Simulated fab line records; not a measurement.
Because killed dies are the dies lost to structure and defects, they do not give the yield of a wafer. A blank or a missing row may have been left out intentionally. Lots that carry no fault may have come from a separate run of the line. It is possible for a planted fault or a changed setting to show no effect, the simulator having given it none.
Split-lot study || flow n5Finfet || 21 wafers read from 7 lots, route of 1938 steps

== ON THE SPLIT ==
At N5_BEOL_M12_ILD_DEP_00 (deposits SiOC from DEMS/O2, target thk 658.92 nm, time 130.7 s), the setting timeS was moved away from the recipe's 130.7 s on 10 of the 21 wafers read, by -8.8% to +11.5%. For the rest of the wafers, this setting stayed at what the recipe calls for.

There is no step in the file separating the split from the reading.

== THE READING ==
M12_ILD_THK, in nm, at N5_BEOL_M12_THK_MEAS_01. Fault-free wafers of this fab line usually give 662 nm, standard deviation 10 nm.

{"wafer": "L075.1", "tool, chamber at the split": "pecvd-02, 1", "timeS as run, s": 145.7, "against the recipe": "+11.5%", "M12_ILD_THK, nm": 733, "against lot-mates on the recipe": "+65"}
{"wafer": "L075.3", "tool, chamber at the split": "pecvd-02, 0", "timeS as run, s": 145.7, "against the recipe": "+11.5%", "M12_ILD_THK, nm": 736, "against lot-mates on the recipe": "+68"}
{"wafer": "L075.6", "tool, chamber at the split": "pecvd-02, 0", "timeS as run, s": 130.7, "against the recipe": "recipe", "M12_ILD_THK, nm": 668, "against lot-mates on the recipe": "-"}
{"wafer": "L077.1", "tool, chamber at the split": "pecvd-02, 1", "timeS as run, s": 141.8, "against the recipe": "+8.5%", "M12_ILD_THK, nm": 710, "against lot-mates on the recipe": "+51"}
{"wafer": "L077.2", "tool, chamber at the split": "pecvd-02, 2", "timeS as run, s": 130.7, "against the recipe": "recipe", "M12_ILD_THK, nm": 654, "against lot-mates on the recipe": "-"}
{"wafer": "L077.5", "tool, chamber at the split": "pecvd-02, 0", "timeS as run, s": 130.7, "against the recipe": "recipe", "M12_ILD_THK, nm": 664, "against lot-mates on the recipe": "-"}
{"wafer": "L080.4", "tool, chamber at the split": "pecvd-02, 1", "timeS as run, s": 130.7, "against the recipe": "recipe", "M12_ILD_THK, nm": 678, "against lot-mates on the recipe": "-"}
{"wafer": "L080.5", "tool, chamber at the split": "pecvd-02, 0", "timeS as run, s": 130.7, "against the recipe": "recipe", "M12_ILD_THK, nm": 674, "against lot-mates on the recipe": "-"}
{"wafer": "L080.6", "tool, chamber at the split": "pecvd-02, 2", "timeS as run, s": 130.7, "against the recipe": "recipe", "M12_ILD_THK, nm": 667, "against lot-mates on the recipe": "-"}
{"wafer": "L082.1", "tool, chamber at the split": "pecvd-01, 2", "timeS as run, s": 125.2, "against the recipe": "-4.2%", "M12_ILD_THK, nm": 641, "against lot-mates on the recipe": "no lot-mate on the recipe"}
{"wafer": "L082.2", "tool, chamber at the split": "pecvd-01, 0", "timeS as run, s": 125.2, "against the recipe": "-4.2%", "M12_ILD_THK, nm": 638, "against lot-mates on the recipe": "no lot-mate on the recipe"}
{"wafer": "L082.4", "tool, chamber at the split": "pecvd-01, 1", "timeS as run, s": 125.2, "against the recipe": "-4.2%", "M12_ILD_THK, nm": 651, "against lot-mates on the recipe": "no lot-mate on the recipe"}
{"wafer": "L083.1", "tool, chamber at the split": "pecvd-02, 2", "timeS as run, s": 130.7, "against the recipe": "recipe", "M12_ILD_THK, nm": 652, "against lot-mates on the recipe": "-"}
{"wafer": "L083.4", "tool, chamber at the split": "pecvd-02, 2", "timeS as run, s": 130.7, "against the recipe": "recipe", "M12_ILD_THK, nm": 666, "against lot-mates on the recipe": "-"}
{"wafer": "L083.6", "tool, chamber at the split": "pecvd-02, 1", "timeS as run, s": 130.7, "against the recipe": "recipe", "M12_ILD_THK, nm": 681, "against lot-mates on the recipe": "-"}
{"wafer": "L093.1", "tool, chamber at the split": "pecvd-02, 0", "timeS as run, s": 144.5, "against the recipe": "+10.6%", "M12_ILD_THK, nm": 733, "against lot-mates on the recipe": "no lot-mate on the recipe"}
{"wafer": "L093.3", "tool, chamber at the split": "pecvd-02, 1", "timeS as run, s": 144.5, "against the recipe": "+10.6%", "M12_ILD_THK, nm": 732, "against lot-mates on the recipe": "no lot-mate on the recipe"}
{"wafer": "L093.6", "tool, chamber at the split": "pecvd-02, 0", "timeS as run, s": 144.5, "against the recipe": "+10.6%", "M12_ILD_THK, nm": 739, "against lot-mates on the recipe": "no lot-mate on the recipe"}
{"wafer": "L097.2", "tool, chamber at the split": "pecvd-03, 2", "timeS as run, s": 119.2, "against the recipe": "-8.8%", "M12_ILD_THK, nm": 589, "against lot-mates on the recipe": -64}
{"wafer": "L097.3", "tool, chamber at the split": "pecvd-03, 1", "timeS as run, s": 130.7, "against the recipe": "recipe", "M12_ILD_THK, nm": 654, "against lot-mates on the recipe": "-"}
{"wafer": "L097.4", "tool, chamber at the split": "pecvd-03, 2", "timeS as run, s": 130.7, "against the recipe": "recipe", "M12_ILD_THK, nm": 651, "against lot-mates on the recipe": "-"}

THE FIT
A straight line over all 21 wafers: M12_ILD_THK changes by +6.46 nm for each +1% of timeS; r = +0.97; the points scatter about the line by 9.8 nm.
The same after taking each lot's own level away (the mean of its wafers on the recipe; 15 wafers): +6.17 nm for each +1%; r = +0.98; scatter 7 nm.
On that fit, the largest move of timeS shifts the reading by 71 nm.
Measured against the standard deviation above, the lots' own levels, which go from 652.5 to 673.0 nm, span 2.0 times it.
Hence the lot-to-lot level has little effect on the slope; both slopes agree.
Check: for one of the wafers moved furthest among these (+11.5%), held out of the fit, the line's prediction against its lot-mates is +71.7 nm. It came out at +65 nm against them.

== THE OTHER SPLITS THESE WAFERS WENT THROUGH ==
Note: prior to the reading, these wafers also went through further splits. Each is held against what the fit with the lots' levels taken away leaves over:
{"other split on the same wafers": "N5_BEOL_M11_EXPOSE_08 doseMj", "wafers away from the commonest value": 3, "r with M12_ILD_THK (lot level and that fit taken away)": "-"}

== THE WHOLE CHAIN: every reading that the file lists as answering this split, in the file's order ==
{"step": "N5_BEOL_M12_ILD_DEP_00", "what it does": "deposits SiOC from DEMS/O2, target thk 658.92 nm, time 130.7 s", "reading": "SiOC_of_BEOL_M12_ILD_DEP_00.thkNm (the simulator's own value, which no gauge read)", "change (the file's fit)": "+6.25 nm for each +1% of the setting", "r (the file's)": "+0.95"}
{"step": "N5_BEOL_M12_THK_MEAS_01", "what it does": "", "reading": "M12_ILD_THK", "change (the file's fit)": "+6.26 for each +1% of the setting", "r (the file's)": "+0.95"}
{"step": "N5_BEOL_M12_VIA_ETCH_16", "what it does": "etches SiOC in C4F8/O2/Ar, target depth 724.8 nm", "reading": "etch.depthNm (the simulator's own value, which no gauge read)", "change (the file's fit)": "+6.26 nm for each +1% of the setting", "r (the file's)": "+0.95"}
{"step": "N5_BEOL_M12_VIA_ETCH_16", "what it does": "etches SiOC in C4F8/O2/Ar, target depth 724.8 nm", "reading": "coat_of_BEOL_M12_COAT_04.thkNm (the simulator's own value, which no gauge read)", "change (the file's fit)": "-1.72 nm for each +1% of the setting", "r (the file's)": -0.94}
{"step": "N5_BEOL_M12_STRIP_63", "what it does": "strips in N2/H2", "reading": "stripTimeToEndpointS", "change (the file's fit)": "withheld for each +1% of the setting", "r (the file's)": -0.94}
{"step": "N5_BEOL_M12_STRIP_71", "what it does": "strips in post etch residue remover, time 60 s", "reading": "SiOC_of_BEOL_M12_ILD_DEP_00.thkNm (the simulator's own value, which no gauge read)", "change (the file's fit)": "+6.26 nm for each +1% of the setting", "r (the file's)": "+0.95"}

== THE FILE'S OWN FIT ==
M12_ILD_THK changes by +6.26 nm for each +1% of timeS, r = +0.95.
